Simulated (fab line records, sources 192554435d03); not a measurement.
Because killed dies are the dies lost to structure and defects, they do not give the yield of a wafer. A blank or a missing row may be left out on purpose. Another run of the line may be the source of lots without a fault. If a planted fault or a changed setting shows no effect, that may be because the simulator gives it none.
fab line records ; flow n5-finfet ; part 1 of 2: steps 1 to 15 of 26
record lots=5; wafers=15; last-day=18
route steps=1938 shown BEOL_M9@1438
lots untouched by any fault: they come from a run of this same line in which no faults occurred
start-h: hours from the record's first day to the start of the lot's first wafer shown ; wait-h: hours elapsed since this lot's preceding step ; " the same as in the row above ; L1.1+2: one row covering several wafers at once ; - no value present, or no start provided ; * or withheld: withheld ; < > ~ a bound
route shown NAME@n: NAME is a module with steps in the file, n the number in the route of the first one ; usual: mean/standard deviation of fault-free wafers ; same: alike in all rows ; chamber/n: place in a boat ; sites: the reading at each site ; _std_site: their standard deviation ; _edge_site: mean of outer sites minus mean of inner sites ; radius-mm: for every site, how far away it sits from the centre of the wafer ; mask NAME#n: copy n ; behind: tool/chamber where the wafer was last shaped ; hold: why the lot was held/for how many hours/how that ended ; device: which transistor (n, p or np) failed to switch ; end of line: the route-end tests of the same wafers ; a step without rows: its recipe alone ; killed: dies that structure and defects cost at the first sort, which is not the same as the wafer's yield ; map: dies across one wafer; x = killed, . = not, _ = none there
set.NAME: the setting as run; set.NAME@STEP: as run at that earlier step ; model.NAME: the simulator's own value behind a step, which no gauge read
lots at some steps of the route; a table a step, a row a wafer
services: a tool's chamber out of use, with start hour (start-h, from the record's first day; less than 0 if before it), hours out, and reason
## steps
# step N5_BEOL_M9_ETCH_76
# recipe chemistry=N2/H2; target=underlayer; target-depth-a=65; mask-material=CAR-EUV; time-s=5.2; ion-energy-ev=200; pressure-mtorr=30; source-w=840; bias-w=150; n2-flow-sccm=200; h2-flow-sccm=200; ends=cleared
# usual bias-w=150.0/0.5; drypump-motor-current-A=5.6/0.41; etch-rf-on-time-s=5.23/0.12; oes-product-au=0.68/0.06; rf-vpp-V=525/3; showerhead-plenum-p-Torr=2.58/0.099; throttle-valve-pct=17.88/0.28
lot.wafer;tool;chamber;start-h;wait-h;bias-w;drypump-motor-current-A;etch-rf-on-time-s;oes-product-au;rf-hours-counter-h;rf-vpp-V;showerhead-plenum-p-Torr;throttle-valve-pct
L078.3;rie-diel-04;3;235.16;0.0;149.7;5.8;5.12;0.60;199;525;2.62;18.12
L078.5;rie-diel-04;0;235.16;0.0;149.2;6.3;5.24;0.70;-;525;2.56;18.01
L078.6;rie-diel-04;3;235.16;0.0;150.1;5.9;5.11;0.60;-;529;2.62;18.12
L085.3;rie-diel-04;1;283.43;0.0;150.8;6.0;5.21;0.59;241;528;2.61;17.84
L085.5;rie-diel-04;2;283.43;0.0;150.1;5.7;5.21;0.58;-;522;2.41;18.18
L085.6;rie-diel-04;3;283.43;0.0;149.7;5.9;5.05;0.60;-;527;2.61;18.18
L093.3;rie-diel-04;1;330.08;0.0;150.9;6.0;5.18;0.84;2;525;2.61;17.45
L093.4;rie-diel-04;3;330.08;0.0;150.5;5.8;5.13;0.58;-;527;2.60;18.19
L093.6;rie-diel-04;1;330.08;0.0;150.4;6.0;5.16;0.85;-;527;2.60;17.43
L095.1;rie-diel-06;0;357.04;0.0;149.6;5.9;5.15;0.70;70;530;2.70;18.16
L095.3;rie-diel-06;2;357.04;0.0;150.0;5.8;5.17;0.70;60;525;2.57;17.66
L095.6;rie-diel-06;0;357.04;0.0;150.0;5.9;5.17;0.70;-;528;2.70;18.17
L096.2;rie-diel-06;1;362.02;0.0;150.1;5.0;5.07;0.70;67;529;2.68;17.33
L096.3;rie-diel-06;0;362.02;0.0;149.5;5.9;5.15;0.71;72;527;2.70;18.17
L096.6;rie-diel-06;0;362.02;0.0;149.4;5.9;5.18;0.71;-;526;2.70;18.17
# step N5_BEOL_M9_ETCH_65
# recipe chemistry=CF4; target=SiARC; target-depth-a=156; mask-material=CAR-EUV; time-s=26; ion-energy-ev=80; pressure-mtorr=40; source-w=545; bias-w=36; Ar_flow_sccm=100; cf4-flow-sccm=100; ends=cleared
# usual bias-w=35.99/0.095; drypump-motor-current-A=5.6/0.41; etch-rf-on-time-s=26.1/0.52; oes-product-au=0.68/0.059; rf-vpp-V=184.5/1.2; showerhead-plenum-p-Torr=2.17/0.087; throttle-valve-pct=15.64/0.26
lot.wafer;tool;chamber;start-h;wait-h;bias-w;drypump-motor-current-A;etch-rf-on-time-s;oes-product-au;rf-hours-counter-h;rf-vpp-V;showerhead-plenum-p-Torr;throttle-valve-pct
L078.3;rie-diel-04;3;235.17;0.0;36.02;5.8;25.1;0.61;199;184.8;2.21;16.04
L078.5;rie-diel-04;0;235.17;0.0;36.00;6.3;26.3;0.70;-;183.6;2.16;15.80
L078.6;rie-diel-04;3;235.17;0.0;36.02;5.9;25.2;0.61;-;183.0;2.21;16.05
L085.3;rie-diel-04;1;283.45;0.0;35.98;6.0;26.1;0.59;241;185.9;2.21;15.78
L085.5;rie-diel-04;2;283.45;0.0;35.91;5.6;26.6;0.58;-;183.7;2.02;15.93
L085.6;rie-diel-04;3;283.45;0.0;36.05;5.9;25.4;0.60;-;184.8;2.21;16.07
L093.3;rie-diel-04;1;330.09;0.0;35.85;6.0;25.4;0.85;2;185.1;2.20;15.33
L093.4;rie-diel-04;3;330.09;0.0;36.04;5.9;25.2;0.60;-;185.6;2.20;16.11
L093.6;rie-diel-04;1;330.09;0.0;35.86;6.0;25.2;0.85;-;183.4;2.20;15.34
L095.1;rie-diel-06;0;357.05;0.0;36.09;5.9;25.5;0.71;70;186.7;2.27;15.81
L095.3;rie-diel-06;2;357.05;0.0;36.03;5.9;25.8;0.70;60;184.9;2.19;15.43
L095.6;rie-diel-06;0;357.05;0.0;36.02;5.9;25.3;0.72;-;184.5;2.26;15.81
L096.2;rie-diel-06;1;362.03;0.0;35.90;5.0;25.4;0.70;67;184.6;2.26;15.18
L096.3;rie-diel-06;0;362.03;0.0;36.06;5.9;25.6;0.71;72;185.9;2.26;15.82
L096.6;rie-diel-06;0;362.03;0.0;36.16;5.9;25.6;0.71;-;184.9;2.26;15.83
# step N5_BEOL_M9_ETCH_66
# recipe chemistry=N2/H2; target=SOC; target-depth-a=800; overetch-a=160; mask-material=SiARC; temp-c=40; time-s=120; ion-energy-ev=200; pressure-mtorr=30; source-w=840; bias-w=150; n2-flow-sccm=200; h2-flow-sccm=200
# usual bias-w=150.0/0.46; drypump-motor-current-A=5.6/0.4; oes-product-au=0.61/0.051; rf-vpp-V=524.8/2.9; showerhead-plenum-p-Torr=2.58/0.099; temp-c=39.98/0.13; throttle-valve-pct=17.84/0.27
lot.wafer;tool;chamber;start-h;wait-h;bias-w;drypump-motor-current-A;oes-product-au;rf-hours-counter-h;rf-vpp-V;showerhead-plenum-p-Torr;temp-c;throttle-valve-pct
L078.3;rie-diel-04;3;235.20;0.0;149.2;5.8;0.54;199;527.2;2.62;40.05;18.08
L078.5;rie-diel-04;0;235.20;0.0;149.1;6.3;0.63;-;526.0;2.56;39.86;17.97
L078.6;rie-diel-04;3;235.20;0.0;149.6;5.9;0.54;-;526.5;2.62;40.11;18.08
L085.3;rie-diel-04;1;283.48;0.0;150.6;6.0;0.53;241;526.7;2.61;39.92;17.80
L085.5;rie-diel-04;2;283.48;0.0;149.4;5.7;0.52;-;520.5;2.41;39.92;18.14
L085.6;rie-diel-04;3;283.48;0.0;149.0;5.8;0.53;-;527.5;2.61;40.07;18.09
L093.3;rie-diel-04;1;330.12;0.0;149.8;6.0;0.76;2;526.9;2.60;39.80;17.41
L093.4;rie-diel-04;3;330.12;0.0;149.9;5.8;0.52;-;526.6;2.60;40.01;18.15
L093.6;rie-diel-04;1;330.12;0.0;149.6;6.0;0.75;-;523.0;2.60;39.89;17.40
L095.1;rie-diel-06;0;357.08;0.0;150.2;5.9;0.63;70;526.5;2.70;40.01;18.13
L095.3;rie-diel-06;2;357.08;0.0;149.2;5.8;0.63;61;525.9;2.57;40.02;17.59
L095.6;rie-diel-06;0;357.08;0.0;150.1;5.9;0.63;-;527.6;2.70;39.95;18.13
L096.2;rie-diel-06;1;362.06;0.0;150.2;5.0;0.62;67;528.8;2.68;39.88;17.31
L096.3;rie-diel-06;0;362.06;0.0;149.5;5.9;0.63;72;528.6;2.70;40.01;18.13
L096.6;rie-diel-06;0;362.06;0.0;149.8;5.9;0.62;-;527.6;2.70;39.98;18.14
# step N5_BEOL_M9_STRIP_69
# recipe chemistry=N2/H2; temp-c=40; n2-flow-sccm=200; h2-flow-sccm=200; rf-frequency-hz=6e+07
lot.wafer;tool;chamber;start-h;wait-h
L078.3+5+6;rie-diel-04;3,0,3;235.28;0.0
L085.3+5+6;rie-diel-04;1,2,3;283.56;0.0
L093.3+4+6;rie-diel-04;1,3,1;330.20;0.0
L095.1+3+6;rie-diel-06;0,2,0;357.16;0.0
L096.2+3+6;rie-diel-06;1,0,0;362.14;0.0
# step N5_BEOL_M9_STRIP_77
# recipe chemistry=N2/H2; temp-c=40; n2-flow-sccm=200; h2-flow-sccm=200; rf-frequency-hz=6e+07
lot.wafer;tool;chamber;start-h;wait-h
L078.3+5+6;rie-diel-04;3,0,3;235.29;0.0
L085.3+5+6;rie-diel-04;1,2,3;283.57;0.0
L093.3+4+6;rie-diel-04;1,3,1;330.21;0.0
L095.1+3+6;rie-diel-06;0,2,0;357.17;0.0
L096.2+3+6;rie-diel-06;1,0,0;362.15;0.0
# step N5_BEOL_M9_VIA_ETCH_34
# recipe chemistry=C4F6/O2; target=SiCOH_lowk; target-depth-a=1824; mask-material=SOC; taper-deg=4; time-s=68.4; ion-energy-ev=250; pressure-mtorr=30; source-w=345; bias-w=185; Ar_flow_sccm=300; C4F6_flow_sccm=10; O2_flow_sccm=10
# usual bias-w=185.0/0.54; drypump-motor-current-A=5.6/0.41; oes_ar_750_au=0.80/0.066; oes_o_777_au=0.79/0.065; oes-product-au=0.80/0.07; rf-vpp-V=666/9.2; showerhead-plenum-p-Torr=2.88/0.12; throttle-valve-pct=20.92/0.25
lot.wafer;tool;chamber;start-h;wait-h;bias-w;drypump-motor-current-A;oes_ar_750_au;oes_o_777_au;oes-product-au;rf-hours-counter-h;rf-vpp-V;showerhead-plenum-p-Torr;throttle-valve-pct
L078.3;rie-diel-04;3;235.30;0.0;186.1;5.9;0.72;0.75;0.70;199;658;2.93;21.32
L078.5;rie-diel-04;0;235.30;0.0;184.6;6.2;0.83;0.85;0.82;-;651;2.89;21.22
L078.6;rie-diel-04;3;235.30;0.0;185.5;5.9;0.72;0.75;0.70;-;657;2.93;21.29
L085.3;rie-diel-04;1;283.58;0.0;184.6;6.0;0.69;0.71;0.69;241;674;2.92;20.92
L085.5;rie-diel-04;2;283.58;0.0;184.2;5.7;0.69;0.67;0.67;-;669;2.69;21.15
L085.6;rie-diel-04;3;283.58;0.0;184.8;5.9;0.71;0.74;0.70;-;656;2.93;21.31
L093.3;rie-diel-04;1;330.22;0.0;185.4;6.0;0.98;1.02;1.01;2;672;2.92;20.61
L093.4;rie-diel-04;3;330.22;0.0;185.1;5.9;0.70;0.73;0.68;-;656;2.92;21.34
L093.6;rie-diel-04;1;330.22;0.0;185.6;6.0;0.99;1.01;1.01;-;674;2.92;20.60
L095.1;rie-diel-06;0;357.18;0.0;185.1;5.9;0.83;0.82;0.83;70;666;3.02;21.22
L095.3;rie-diel-06;2;357.18;0.0;184.3;5.8;0.81;0.80;0.82;61;676;2.91;20.78
L095.6;rie-diel-06;0;357.18;0.0;184.7;5.9;0.84;0.82;0.83;-;666;3.02;21.24
L096.2;rie-diel-06;1;362.16;0.0;185.0;5.0;0.81;0.81;0.82;67;682;3.00;20.48
L096.3;rie-diel-06;0;362.16;0.0;183.8;5.9;0.83;0.82;0.83;72;667;3.01;21.23
L096.6;rie-diel-06;0;362.16;0.0;184.4;5.9;0.83;0.81;0.83;-;666;3.02;21.24
# step N5_BEOL_M9_STRIP_73
# recipe chemistry=C4F6/O2; resist=SiARC; rf-frequency-hz=6e+07
lot.wafer;tool;chamber;start-h;wait-h
L078.3+5+6;rie-diel-04;3,0,3;235.35;0.0
L085.3+5+6;rie-diel-04;1,2,3;283.63;0.0
L093.3+4+6;rie-diel-04;1,3,1;330.28;0.0
L095.1+3+6;rie-diel-06;0,2,0;357.23;0.0
L096.2+3+6;rie-diel-06;1,0,0;362.22;0.0
# step N5_BEOL_M9_STRIP_36
# recipe chemistry=N2/H2; power-w=450; temp-c=40; pressure-mtorr=20; rf-frequency-hz=6e+07; overash-fraction=0.3; bias-power-w=7; h2-frac=0.5; n2-flow-sccm=200; h2-flow-sccm=200
# usual drypump-motor-current-A=5.6/0.4; oes-product-au=0.80/0.069; rf-vpp-V=59.2/1.4; showerhead-plenum-p-Torr=2.58/0.099; temp-c=40.01/0.1; throttle-valve-pct=23.68/0.29
lot.wafer;tool;chamber;start-h;wait-h;drypump-motor-current-A;oes-product-au;rf-hours-counter-h;rf-vpp-V;showerhead-plenum-p-Torr;temp-c;throttle-valve-pct
L078.3;rie-diel-04;3;235.36;0.0;5.9;0.69;199;59.1;2.61;39.86;23.78
L078.5;rie-diel-04;0;235.36;0.0;6.3;0.82;-;59.5;2.56;40.25;23.73
L078.6;rie-diel-04;3;235.36;0.0;5.8;0.71;-;58.1;2.61;40.10;23.79
L085.3;rie-diel-04;1;283.64;0.0;6.0;0.70;241;58.3;2.60;40.20;23.37
L085.5;rie-diel-04;2;283.64;0.0;5.6;0.68;-;58.1;2.40;40.02;23.86
L085.6;rie-diel-04;3;283.64;0.0;5.9;0.69;-;60.5;2.61;40.01;23.81
L093.3;rie-diel-04;1;330.29;0.0;6.0;1.01;2;59.3;2.60;39.98;23.12
L093.4;rie-diel-04;3;330.29;0.0;5.9;0.67;-;59.5;2.60;39.88;23.82
L093.6;rie-diel-04;1;330.29;0.0;6.0;1.00;-;57.3;2.60;40.06;23.13
L095.1;rie-diel-06;0;357.24;0.0;5.9;0.83;70;61.1;2.70;39.86;24.09
L095.3;rie-diel-06;2;357.24;0.0;5.8;0.82;61;59.5;2.57;40.03;23.54
L095.6;rie-diel-06;0;357.24;0.0;5.9;0.84;-;60.4;2.70;39.84;24.07
L096.2;rie-diel-06;1;362.23;0.0;5.0;0.82;67;61.2;2.68;39.84;23.11
L096.3;rie-diel-06;0;362.23;0.0;5.9;0.82;72;58.8;2.70;40.16;24.08
L096.6;rie-diel-06;0;362.23;0.0;5.9;0.82;-;59.6;2.70;39.85;24.09
# step N5_BEOL_M9_TRENCH_ETCH_37
# recipe chemistry=C4F6/O2; target-depth-a=1514.3; target=SiCOH_lowk; time-s=49; ion-energy-ev=250; pressure-mtorr=30; source-w=345; bias-w=185; Ar_flow_sccm=300; C4F6_flow_sccm=10; O2_flow_sccm=10
# usual bias-w=185.0/0.53; drypump-motor-current-A=5.6/0.41; oes_ar_750_au=0.80/0.066; oes_o_777_au=0.79/0.066; oes-product-au=0.80/0.071; rf-vpp-V=666/9.1; showerhead-plenum-p-Torr=2.88/0.12; throttle-valve-pct=20.94/0.25
lot.wafer;tool;chamber;start-h;wait-h;bias-w;drypump-motor-current-A;oes_ar_750_au;oes_o_777_au;oes-product-au;rf-hours-counter-h;rf-vpp-V;showerhead-plenum-p-Torr;throttle-valve-pct
L078.3;rie-diel-04;3;-;-;184.7;5.9;0.72;0.75;0.72;199;657;2.93;21.32
L078.5;rie-diel-04;0;-;-;184.8;6.3;0.83;0.85;0.82;-;651;2.89;21.26
L078.6;rie-diel-04;3;-;-;185.1;5.8;0.72;0.75;0.70;-;657;2.93;21.31
L085.3;rie-diel-04;1;-;-;186.1;6.0;0.70;0.71;0.70;241;674;2.92;20.92
L085.5;rie-diel-04;2;-;-;184.8;5.6;0.69;0.67;0.67;-;670;2.69;21.17
L085.6;rie-diel-04;3;-;-;183.9;5.9;0.71;0.75;0.69;-;658;2.93;21.33
L093.3;rie-diel-04;1;-;-;185.5;6.0;0.99;1.02;1.00;2;673;2.92;20.63
L093.4;rie-diel-04;3;-;-;184.9;5.9;0.70;0.73;0.69;-;658;2.92;21.35
L093.6;rie-diel-04;1;-;-;185.9;6.0;0.99;1.01;1.00;-;674;2.92;20.62
L095.1;rie-diel-06;0;-;-;184.9;5.9;0.83;0.82;0.82;70;668;3.02;21.25
L095.3;rie-diel-06;2;-;-;185.0;5.9;0.81;0.79;0.82;61;675;2.91;20.80
L095.6;rie-diel-06;0;-;-;185.2;5.9;0.83;0.82;0.83;-;668;3.02;21.24
L096.2;rie-diel-06;1;-;-;183.9;5.0;0.81;0.81;0.82;67;682;3.00;20.48
L096.3;rie-diel-06;0;-;-;184.7;5.9;0.82;0.81;0.82;72;666;3.02;21.26
L096.6;rie-diel-06;0;-;-;184.7;5.9;0.83;0.81;0.83;-;667;3.01;21.25
# step N5_BEOL_M9_ETCH_41
# recipe chemistry=CH3F/O2; target=SiCN; target-depth-a=366; taper-deg=2; time-s=70.1; ion-energy-ev=120; mask-material=TiN; pressure-mtorr=30; source-w=395; bias-w=75; Ar_flow_sccm=150; CH3F_flow_sccm=30; O2_flow_sccm=20
# usual bias-w=75.02/0.25; drypump-motor-current-A=5.6/0.4; oes-product-au=0.80/0.07; rf-vpp-V=298.0/1.8; showerhead-plenum-p-Torr=2.03/0.085; throttle-valve-pct=16.32/0.25
lot.wafer;tool;chamber;start-h;wait-h;bias-w;drypump-motor-current-A;oes-product-au;rf-hours-counter-h;rf-vpp-V;showerhead-plenum-p-Torr;throttle-valve-pct
L078.3;rie-diel-04;3;-;-;75.37;5.9;0.71;199;297.9;2.07;16.73
L078.5;rie-diel-04;0;-;-;75.26;6.3;0.82;-;297.6;2.03;16.61
L078.6;rie-diel-04;3;-;-;75.14;5.8;0.71;-;298.3;2.07;16.72
L085.3;rie-diel-04;1;-;-;75.50;6.0;0.69;241;297.7;2.06;16.42
L085.5;rie-diel-04;2;-;-;74.60;5.7;0.68;-;295.3;1.89;16.63
L085.6;rie-diel-04;3;-;-;74.91;5.9;0.70;-;299.3;2.06;16.75
L093.3;rie-diel-04;1;-;-;74.98;6.0;1.00;2;298.3;2.05;15.99
L093.4;rie-diel-04;3;-;-;74.88;5.8;0.69;-;297.6;2.06;16.79
L093.6;rie-diel-04;1;-;-;75.04;6.0;1.01;-;298.3;2.05;15.99
L095.1;rie-diel-06;0;-;-;74.92;5.9;0.82;71;299.3;2.12;16.56
L095.3;rie-diel-06;2;-;-;75.01;5.9;0.81;61;298.7;2.04;16.12
L095.6;rie-diel-06;0;-;-;74.84;5.9;0.83;-;298.9;2.12;16.55
L096.2;rie-diel-06;1;-;-;75.54;5.0;0.82;67;299.9;2.12;15.89
L096.3;rie-diel-06;0;-;-;74.74;5.9;0.82;72;300.9;2.12;16.54
L096.6;rie-diel-06;0;-;-;74.45;5.9;0.82;-;299.7;2.12;16.53
# step N5_BEOL_M9_STRIP_80
# recipe chemistry=N2/H2; time-s=10; power-w=450; temp-c=40; pressure-mtorr=20; rf-frequency-hz=6e+07; bias-power-w=7; n2-flow-sccm=200; h2-flow-sccm=200
# usual drypump-motor-current-A=5.6/0.41; oes-product-au=0.80/0.071; rf-vpp-V=59.3/0.89; showerhead-plenum-p-Torr=2.58/0.099; temp-c=39.98/0.11; throttle-valve-pct=23.68/0.28
lot.wafer;tool;chamber;start-h;wait-h;drypump-motor-current-A;oes-product-au;rf-hours-counter-h;rf-vpp-V;showerhead-plenum-p-Torr;temp-c;throttle-valve-pct
L078.3;rie-diel-04;3;-;-;5.8;0.69;199;59.7;2.61;40.10;23.79
L078.5;rie-diel-04;0;-;-;6.3;0.83;-;59.2;2.56;39.97;23.77
L078.6;rie-diel-04;3;-;-;5.9;0.70;-;59.2;2.61;39.99;23.79
L085.3;rie-diel-04;1;-;-;6.0;0.71;241;60.2;2.61;39.87;23.37
L085.5;rie-diel-04;2;-;-;5.6;0.69;-;59.1;2.41;40.08;23.84
L085.6;rie-diel-04;3;-;-;5.8;0.69;-;59.1;2.61;40.08;23.80
L093.3;rie-diel-04;1;-;-;6.0;1.02;2;59.9;2.60;40.08;23.13
L093.4;rie-diel-04;3;-;-;5.9;0.67;-;59.4;2.60;40.01;23.79
L093.6;rie-diel-04;1;-;-;6.0;1.01;-;58.8;2.60;40.07;23.12
L095.1;rie-diel-06;0;-;-;5.9;0.82;71;59.0;2.70;40.18;24.09
L095.3;rie-diel-06;2;-;-;5.8;0.80;61;58.0;2.57;39.90;23.51
L095.6;rie-diel-06;0;-;-;5.9;0.83;-;58.8;2.70;40.16;24.07
L096.2;rie-diel-06;1;-;-;5.0;0.83;67;58.5;2.68;39.89;23.13
L096.3;rie-diel-06;0;-;-;5.9;0.82;72;60.6;2.70;39.95;24.09
L096.6;rie-diel-06;0;-;-;5.9;0.83;-;59.9;2.70;39.77;24.08
# step N5_BEOL_M9_OCD_MEAS_38
# usual trench-depth-nm=150.7/2.5
lot.wafer;tool;chamber;start-h;wait-h;trench-depth-nm
L078.3;ocd-02;-;235.58;-;154.5
L078.5;ocd-02;-;235.58;-;150.6
L078.6;ocd-02;-;235.58;-;153.6
L085.3;ocd-01;-;283.86;-;149.8
L085.5;ocd-01;-;283.86;-;146.6
L085.6;ocd-01;-;283.86;-;150.8
L093.3;ocd-01;-;330.50;-;154.9
L093.4;ocd-01;-;330.50;-;150.6
L093.6;ocd-01;-;330.50;-;154.5
L095.1;ocd-01;-;357.46;-;152.9
L095.3;ocd-01;-;357.46;-;151.4
L095.6;ocd-01;-;357.46;-;153.0
L096.2;ocd-01;-;362.44;-;153.1
L096.3;ocd-01;-;362.44;-;151.6
L096.6;ocd-01;-;362.44;-;152.9
# step N5_BEOL_M9_HM_STRIP_39
# recipe chemistry=peroxide-tin-strip; material=TiN; target-depth-a=250; temp-c=50; time-s=158
# usual temp-c=49.99/0.11
lot.wafer;tool;chamber;start-h;wait-h;temp-c
L078.3;wet-bench-02;2;235.61;0.0;49.84
L078.5;wet-bench-02;6;235.61;0.0;49.90
L078.6;wet-bench-02;3;235.61;0.0;50.15
L085.3;wet-bench-02;0;283.89;0.0;50.09
L085.5;wet-bench-02;5;283.89;0.0;50.06
L085.6;wet-bench-02;3;283.89;0.0;50.06
L093.3;wet-bench-02;2;330.53;0.0;49.91
L093.4;wet-bench-02;7;330.53;0.0;49.94
L093.6;wet-bench-02;1;330.53;0.0;49.91
L095.1;wet-bench-06;4;357.49;0.0;50.03
L095.3;wet-bench-06;6;357.49;0.0;49.79
L095.6;wet-bench-06;7;357.49;0.0;50.09
L096.2;wet-bench-04;2;362.47;0.0;49.85
L096.3;wet-bench-04;3;362.47;0.0;50.01
L096.6;wet-bench-04;0;362.47;0.0;49.91
# step N5_BEOL_M9_SRD_40
# recipe time-s=30; temp-c=23; rinse-liquid=diw; dry=ipa-marangoni
# usual temp-c=23.00/0.11
lot.wafer;tool;chamber;start-h;wait-h;temp-c
L078.3;wet-bench-02;2;235.66;0.0;22.70
L078.5;wet-bench-02;6;235.66;0.0;23.12
L078.6;wet-bench-02;3;235.66;0.0;23.06
L085.3;wet-bench-02;0;283.93;0.0;22.97
L085.5;wet-bench-02;5;283.93;0.0;22.88
L085.6;wet-bench-02;3;283.93;0.0;23.21
L093.3;wet-bench-02;2;330.58;0.0;23.03
L093.4;wet-bench-02;7;330.58;0.0;23.03
L093.6;wet-bench-02;1;330.58;0.0;22.92
L095.1;wet-bench-06;4;357.54;0.0;22.92
L095.3;wet-bench-06;6;357.54;0.0;22.94
L095.6;wet-bench-06;7;357.54;0.0;23.13
L096.2;wet-bench-04;2;362.52;0.0;23.25
L096.3;wet-bench-04;3;362.52;0.0;22.84
L096.6;wet-bench-04;0;362.52;0.0;22.99
# step N5_BEOL_M9_PRECLEAN_42
# recipe chemistry=residue-remover; time-s=60; temp-c=40
# usual temp-c=40.00/0.11
lot.wafer;tool;chamber;start-h;wait-h;temp-c
L078.3;wet-bench-02;2;235.68;0.0;40.10
L078.5;wet-bench-02;6;235.68;0.0;40.15
L078.6;wet-bench-02;3;235.68;0.0;39.88
L085.3;wet-bench-02;0;283.95;0.0;40.14
L085.5;wet-bench-02;5;283.95;0.0;39.80
L085.6;wet-bench-02;3;283.95;0.0;40.00
L093.3;wet-bench-02;2;330.60;0.0;39.84
L093.4;wet-bench-02;7;330.60;0.0;39.88
L093.6;wet-bench-02;1;330.60;0.0;40.06
L095.1;wet-bench-06;4;357.55;0.0;40.19
L095.3;wet-bench-06;6;357.55;0.0;40.00
L095.6;wet-bench-06;7;357.55;0.0;39.87
L096.2;wet-bench-04;2;362.54;0.0;39.96
L096.3;wet-bench-04;3;362.54;0.0;40.06
L096.6;wet-bench-04;0;362.54;0.0;39.72
